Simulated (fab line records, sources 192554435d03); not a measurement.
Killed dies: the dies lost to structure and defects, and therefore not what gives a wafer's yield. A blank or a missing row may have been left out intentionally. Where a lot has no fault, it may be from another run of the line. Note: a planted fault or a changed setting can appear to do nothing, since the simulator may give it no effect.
The tool behind it: which one? / flow n5_finfet / Sampling: 24 lots, 72 wafers, 5 of 1938 route steps

WHAT THE GAUGES READ, wafer by wafer
N5_BEOL_M13_INSPECT_12: inspects for defects (macro).
lot=L074; measured=day 11 08:47; on=defect_inspect-01; raw_defect_count=4 2 0
lot=L075; measured=day 11 18:32; on=defect_inspect-01; raw_defect_count=2 3 0
lot=L077; measured=day 12 03:22; on=defect_inspect-01; raw_defect_count=2 1 4
lot=L076; measured=day 12 13:25; on=defect_inspect-02; raw_defect_count=2 0 0
lot=L079; measured=day 12 17:52; on=defect_inspect-02; raw_defect_count=1 2 3
lot=L080; measured=day 12 18:05; on=defect_inspect-02; raw_defect_count=0 3 2
lot=L081; measured=day 12 18:26; on=defect_inspect-02; raw_defect_count=3 1 5
lot=L082; measured=day 13 09:45; on=defect_inspect-01; raw_defect_count=1 6 1
lot=L078; measured=day 13 15:35; on=defect_inspect-02; raw_defect_count=2 1 1
lot=L083; measured=day 13 18:59; on=defect_inspect-01; raw_defect_count=3 2 3
lot=L084; measured=day 14 00:20; on=defect_inspect-02; raw_defect_count=6 1 3
lot=L085; measured=day 14 21:29; on=defect_inspect-01; raw_defect_count=1 1 1
lot=L086; measured=day 14 21:44; on=defect_inspect-01; raw_defect_count=2 2 2
lot=L088; measured=day 15 05:47; on=defect_inspect-02; raw_defect_count=2 2 2
lot=L087; measured=day 15 12:58; on=defect_inspect-02; raw_defect_count=2 4 1
lot=L090; measured=day 16 02:00; on=defect_inspect-02; raw_defect_count=1 2 3
lot=L089; measured=day 16 07:40; on=defect_inspect-02; raw_defect_count=1 1 2
lot=L091; measured=day 16 09:21; on=defect_inspect-01; raw_defect_count=2 0 0
lot=L092; measured=day 16 17:31; on=defect_inspect-02; raw_defect_count=1 1 1
lot=L095; measured=day 17 02:14; on=defect_inspect-01; raw_defect_count=3 1 2
lot=L094; measured=day 17 02:49; on=defect_inspect-02; raw_defect_count=3 0 3
lot=L093; measured=day 17 05:49; on=defect_inspect-01; raw_defect_count=1 3 1
lot=L096; measured=day 17 12:22; on=defect_inspect-02; raw_defect_count=3 5 3
lot=L097; measured=day 17 13:55; on=defect_inspect-01; raw_defect_count=7 4 0

N5_BEOL_M13_CD_MEAS_17 targets a cd of 190 nm.
lot=L074; measured=day 11 09:22; on=cd_sem-01; cd_nm (nm)=190.4 192.6 192.4
lot=L075; measured=day 11 19:08; on=cd_sem-02; cd_nm (nm)=192.9 192.2 191.0
lot=L077; measured=day 12 04:22; on=cd_sem-01; cd_nm (nm)=190.4 188.5 187.7
lot=L076; measured=day 12 14:25; on=cd_sem-03; cd_nm (nm)=188.3 190.0 191.8
lot=L079; measured=day 12 18:29; on=cd_sem-03; cd_nm (nm)=188.4 189.5 190.1
lot=L080; measured=day 12 18:43; on=cd_sem-01; cd_nm (nm)=187.3 189.6 186.8
lot=L081; measured=day 12 19:01; on=cd_sem-02; cd_nm (nm)=193.5 194.1 190.1
lot=L082; measured=day 13 10:19; on=cd_sem-03; cd_nm (nm)=189.8 191.4 190.6
lot=L078; measured=day 13 16:16; on=cd_sem-02; cd_nm (nm)=188.6 188.3 191.4
lot=L083; measured=day 13 19:33; on=cd_sem-03; cd_nm (nm)=191.9 189.8 192.7
lot=L084; measured=day 14 01:16; on=cd_sem-03; cd_nm (nm)=190.0 191.3 190.4
lot=L085; measured=day 14 22:03; on=cd_sem-01; cd_nm (nm)=190.3 191.2 189.9
lot=L086; measured=day 14 22:17; on=cd_sem-03; cd_nm (nm)=190.7 192.8 187.7
lot=L088; measured=day 15 06:21; on=cd_sem-01; cd_nm (nm)=190.5 192.2 189.8
lot=L087; measured=day 15 13:32; on=cd_sem-03; cd_nm (nm)=190.9 192.3 192.2
lot=L090; measured=day 16 02:34; on=cd_sem-02; cd_nm (nm)=190.8 189.6 189.4
lot=L089; measured=day 16 08:14; on=cd_sem-01; cd_nm (nm)=185.6 188.6 189.7
lot=L091; measured=day 16 09:55; on=cd_sem-03; cd_nm (nm)=190.5 190.9 191.8
lot=L092; measured=day 16 18:05; on=cd_sem-02; cd_nm (nm)=192.6 192.1 188.6
lot=L095; measured=day 17 02:48; on=cd_sem-02; cd_nm (nm)=189.5 190.2 192.2
lot=L094; measured=day 17 03:23; on=cd_sem-01; cd_nm (nm)=191.4 190.8 193.4
lot=L093; measured=day 17 06:23; on=cd_sem-02; cd_nm (nm)=191.4 191.0 192.8
lot=L096; measured=day 17 12:56; on=cd_sem-02; cd_nm (nm)=192.6 189.7 190.7
lot=L097; measured=day 17 14:29; on=cd_sem-02; cd_nm (nm)=191.3 191.6 190.9

N5_BEOL_M13_THK_MEAS_50: measures by xrf.
lot=L074; measured=day 11 17:03; on=film_metro-01; M13_THK (nm)=433 412 411
lot=L075; measured=day 12 00:22; on=film_metro-01; M13_THK (nm)=409 422 412
lot=L077; measured=day 12 07:21; on=film_metro-01; M13_THK (nm)=427 429 413
lot=L076; measured=day 12 17:22; on=film_metro-02; M13_THK (nm)=412 442 429
lot=L079; measured=day 12 22:51; on=film_metro-02; M13_THK (nm)=429 421 430
lot=L080; measured=day 12 23:59; on=film_metro-01; M13_THK (nm)=441 405 419
lot=L081; measured=day 13 00:31; on=film_metro-01; M13_THK (nm)=408 403 403
lot=L082; measured=day 13 15:29; on=film_metro-01; M13_THK (nm)=400 412 407
lot=L078; measured=day 13 23:47; on=film_metro-02; M13_THK (nm)=415 446 413
lot=L083; measured=day 14 00:07; on=film_metro-01; M13_THK (nm)=413 422 409
lot=L084; measured=day 14 11:08; on=film_metro-02; M13_THK (nm)=424 439 425
lot=L085; measured=day 15 01:31; on=film_metro-02; M13_THK (nm)=434 404 422
lot=L086; measured=day 15 02:01; on=film_metro-02; M13_THK (nm)=437 409 421
lot=L088; measured=day 15 09:03; on=film_metro-02; M13_THK (nm)=415 426 409
lot=L087; measured=day 15 16:22; on=film_metro-01; M13_THK (nm)=429 412 408
lot=L090; measured=day 16 06:28; on=film_metro-01; M13_THK (nm)=412 411 408
lot=L089; measured=day 16 12:07; on=film_metro-02; M13_THK (nm)=415 422 405
lot=L091; measured=day 16 13:28; on=film_metro-02; M13_THK (nm)=400 408 416
lot=L092; measured=day 17 01:49; on=film_metro-02; M13_THK (nm)=430 415 416
lot=L095; measured=day 17 06:31; on=film_metro-02; M13_THK (nm)=410 414 420
lot=L094; measured=day 17 06:54; on=film_metro-02; M13_THK (nm)=426 417 426
lot=L093; measured=day 17 10:41; on=film_metro-01; M13_THK (nm)=413 411 415
lot=L096; measured=day 17 17:10; on=film_metro-02; M13_THK (nm)=418 415 411
lot=L097; measured=day 17 17:34; on=film_metro-02; M13_THK (nm)=427 422 427

N5_BEOL_M14_OVL_MEAS_11.
lot=L074; measured=day 11 17:46; on=overlay-02; V13_OVL (nm)=-3 -3 6
lot=L075; measured=day 12 01:05; on=overlay-02; V13_OVL (nm)=-14 -10 -13
lot=L077; measured=day 12 08:11; on=overlay-02; V13_OVL (nm)=-9 -10 3
lot=L076; measured=day 12 18:13; on=overlay-01; V13_OVL (nm)=-11 -10 -13
lot=L079; measured=day 12 23:34; on=overlay-01; V13_OVL (nm)=-4 7 -4
lot=L080; measured=day 13 00:42; on=overlay-01; V13_OVL (nm)=-6 4 -4
lot=L081; measured=day 13 01:22; on=overlay-01; V13_OVL (nm)=3 5 12
lot=L082; measured=day 13 16:13; on=overlay-02; V13_OVL (nm)=-3 -12 -10
lot=L078; measured=day 14 00:30; on=overlay-01; V13_OVL (nm)=-3 -1 -2
lot=L083; measured=day 14 00:58; on=overlay-01; V13_OVL (nm)=1 0 -7
lot=L084; measured=day 14 11:51; on=overlay-01; V13_OVL (nm)=-1 2 0
lot=L085; measured=day 15 02:26; on=overlay-01; V13_OVL (nm)=-4 -5 -4
lot=L086; measured=day 15 02:44; on=overlay-02; V13_OVL (nm)=0 7 2
lot=L088; measured=day 15 09:46; on=overlay-01; V13_OVL (nm)=-10 -7 -2
lot=L087; measured=day 15 17:05; on=overlay-01; V13_OVL (nm)=-6 -2 -5
lot=L090; measured=day 16 07:11; on=overlay-01; V13_OVL (nm)=5 12 6
lot=L089; measured=day 16 12:50; on=overlay-01; V13_OVL (nm)=-6 -10 -4
lot=L091; measured=day 16 14:19; on=overlay-02; V13_OVL (nm)=-3 -4 -4
lot=L092; measured=day 17 02:34; on=overlay-02; V13_OVL (nm)=-5 6 -8
lot=L095; measured=day 17 07:16; on=overlay-02; V13_OVL (nm)=5 -1 1
lot=L094; measured=day 17 07:44; on=overlay-02; V13_OVL (nm)=-6 2 -8
lot=L093; measured=day 17 11:23; on=overlay-01; V13_OVL (nm)=-9 -4 -10
lot=L096; measured=day 17 17:55; on=overlay-02; V13_OVL (nm)=-9 -1 -7
lot=L097; measured=day 17 18:19; on=overlay-02; V13_OVL (nm)=-1 -9 -2

WHAT TOOL EACH LOT RAN ON (gives the tool, then ch and the chambers of the sampled wafers, and finally the start)
lot=L074; N5_BEOL_M13_STRIP_37=plasma_asher-01 ch 0,1, day 11 11:21
lot=L075; N5_BEOL_M13_STRIP_37=plasma_asher-01 ch 0,1, day 11 20:43
lot=L077; N5_BEOL_M13_STRIP_37=plasma_asher-01 ch 0,1, day 12 05:44
lot=L076; N5_BEOL_M13_STRIP_37=plasma_asher-01 ch 0,1, day 12 15:35
lot=L079; N5_BEOL_M13_STRIP_37=plasma_asher-02 ch 0,1, day 12 19:49
lot=L080; N5_BEOL_M13_STRIP_37=plasma_asher-02 ch 0,1, day 12 19:53
lot=L081; N5_BEOL_M13_STRIP_37=plasma_asher-01 ch 0,1, day 12 20:10
lot=L082; N5_BEOL_M13_STRIP_37=plasma_asher-01 ch 0,1, day 13 11:23
lot=L078; N5_BEOL_M13_STRIP_37=plasma_asher-02 ch 0, day 13 17:25
lot=L083; N5_BEOL_M13_STRIP_37=plasma_asher-02 ch 0,1, day 13 20:36
lot=L084; N5_BEOL_M13_STRIP_37=plasma_asher-02 ch 0,1, day 14 03:32
lot=L085; N5_BEOL_M13_STRIP_37=plasma_asher-01 ch 0,1, day 14 23:19
lot=L086; N5_BEOL_M13_STRIP_37=plasma_asher-02 ch 0,1, day 14 23:58
lot=L088; N5_BEOL_M13_STRIP_37=plasma_asher-02 ch 0,1, day 15 07:31
lot=L087; N5_BEOL_M13_STRIP_37=plasma_asher-02 ch 0,1, day 15 14:34
lot=L090; N5_BEOL_M13_STRIP_37=plasma_asher-02 ch 1, day 16 03:43
lot=L089; N5_BEOL_M13_STRIP_37=plasma_asher-02 ch 0, day 16 09:16
lot=L091; N5_BEOL_M13_STRIP_37=plasma_asher-01 ch 0,1, day 16 10:57
lot=L092; N5_BEOL_M13_STRIP_37=plasma_asher-01 ch 0,1, day 16 20:25
lot=L095; N5_BEOL_M13_STRIP_37=plasma_asher-01 ch 0,1, day 17 03:50
lot=L094; N5_BEOL_M13_STRIP_37=plasma_asher-02 ch 0,1, day 17 04:36
lot=L093; N5_BEOL_M13_STRIP_37=plasma_asher-01 ch 0,1, day 17 07:25
lot=L096; N5_BEOL_M13_STRIP_37=plasma_asher-02 ch 0,1, day 17 14:07
lot=L097; N5_BEOL_M13_STRIP_37=plasma_asher-01 ch 0,1, day 17 15:31
- N5_BEOL_M13_STRIP_37: strips in N2/H2.

AS READ BY THE TOOLS THEMSELVES (means over the sampled wafers that have a number; for cases with no such wafer, the mark the record gives instead)
N5_BEOL_M13_STRIP_37.
lot=L074; tool=plasma_asher-01; drypump_motor_current_A (A)=5.6; heater_power_w (W)=360; oes_product_au (a.u.)=0.778
lot=L075; tool=plasma_asher-01; drypump_motor_current_A (A)=5.5; heater_power_w (W)=364; oes_product_au (a.u.)=0.786
lot=L077; tool=plasma_asher-01; drypump_motor_current_A (A)=6.0; heater_power_w (W)=345; oes_product_au (a.u.)=0.779
lot=L076; tool=plasma_asher-01; drypump_motor_current_A (A)=5.5; heater_power_w (W)=362; oes_product_au (a.u.)=0.779
lot=L079; tool=plasma_asher-02; drypump_motor_current_A (A)=5.6; heater_power_w (W)=340; oes_product_au (a.u.)=0.793
lot=L080; tool=plasma_asher-02; drypump_motor_current_A (A)=5.7; heater_power_w (W)=334; oes_product_au (a.u.)=0.793
lot=L081; tool=plasma_asher-01; drypump_motor_current_A (A)=6.0; heater_power_w (W)=349; oes_product_au (a.u.)=0.784
lot=L082; tool=plasma_asher-01; drypump_motor_current_A (A)=5.5; heater_power_w (W)=353; oes_product_au (a.u.)=0.798
lot=L078; tool=plasma_asher-02; drypump_motor_current_A (A)=5.8; heater_power_w (W)=330; oes_product_au (a.u.)=0.792
lot=L083; tool=plasma_asher-02; drypump_motor_current_A (A)=5.6; heater_power_w (W)=339; oes_product_au (a.u.)=0.785
lot=L084; tool=plasma_asher-02; drypump_motor_current_A (A)=5.6; heater_power_w (W)=344; oes_product_au (a.u.)=0.781
lot=L085; tool=plasma_asher-01; drypump_motor_current_A (A)=6.0; heater_power_w (W)=351; oes_product_au (a.u.)=0.795
lot=L086; tool=plasma_asher-02; drypump_motor_current_A (A)=5.7; heater_power_w (W)=336; oes_product_au (a.u.)=0.786
lot=L088; tool=plasma_asher-02; drypump_motor_current_A (A)=5.7; heater_power_w (W)=338; oes_product_au (a.u.)=0.776
lot=L087; tool=plasma_asher-02; drypump_motor_current_A (A)=5.7; heater_power_w (W)=332; oes_product_au (a.u.)=0.785
lot=L090; tool=plasma_asher-02; drypump_motor_current_A (A)=5.5; heater_power_w (W)=347; oes_product_au (a.u.)=0.777
lot=L089; tool=plasma_asher-02; drypump_motor_current_A (A)=5.8; heater_power_w (W)=328; oes_product_au (a.u.)=0.790
lot=L091; tool=plasma_asher-01; drypump_motor_current_A (A)=6.0; heater_power_w (W)=349; oes_product_au (a.u.)=0.793
lot=L092; tool=plasma_asher-01; drypump_motor_current_A (A)=6.0; heater_power_w (W)=350; oes_product_au (a.u.)=0.786
lot=L095; tool=plasma_asher-01; drypump_motor_current_A (A)=5.9; heater_power_w (W)=349; oes_product_au (a.u.)=0.777
lot=L094; tool=plasma_asher-02; drypump_motor_current_A (A)=5.6; heater_power_w (W)=346; oes_product_au (a.u.)=0.793
lot=L093; tool=plasma_asher-01; drypump_motor_current_A (A)=6.0; heater_power_w (W)=352; oes_product_au (a.u.)=0.784
lot=L096; tool=plasma_asher-02; drypump_motor_current_A (A)=5.6; heater_power_w (W)=341; oes_product_au (a.u.)=0.804
lot=L097; tool=plasma_asher-01; drypump_motor_current_A (A)=5.5; heater_power_w (W)=358; oes_product_au (a.u.)=0.796

THE ANSWER, worked out from the rows above alone
Rule: the usual values come from the lots themselves. The widest of any qualifying gaps counts: lots, ordered by their means at a reading, are off when they make up no more than a third of the lots, leave a main group of 4 or more, and stand apart from it by 3 or more times the standard deviation of that group's means. If all means in a main group match to the digits the tables above print for the reading, that group is not used. Also off: a lot with no number at a reading for which 4 or more lots have one. All remaining lots with rows at the step are treated as sound. After the gauges, taken in route order, come the tools' own readings; for these a lot's mean is taken, as printed above. The first step at which some lot is off is used, and at that step the reading that is off furthest; a lot without a number counts as furthest.
None of the lots is off at any reading shown; this tells nothing.

WHAT HAD BEEN PUT IN BY THE SIMULATOR
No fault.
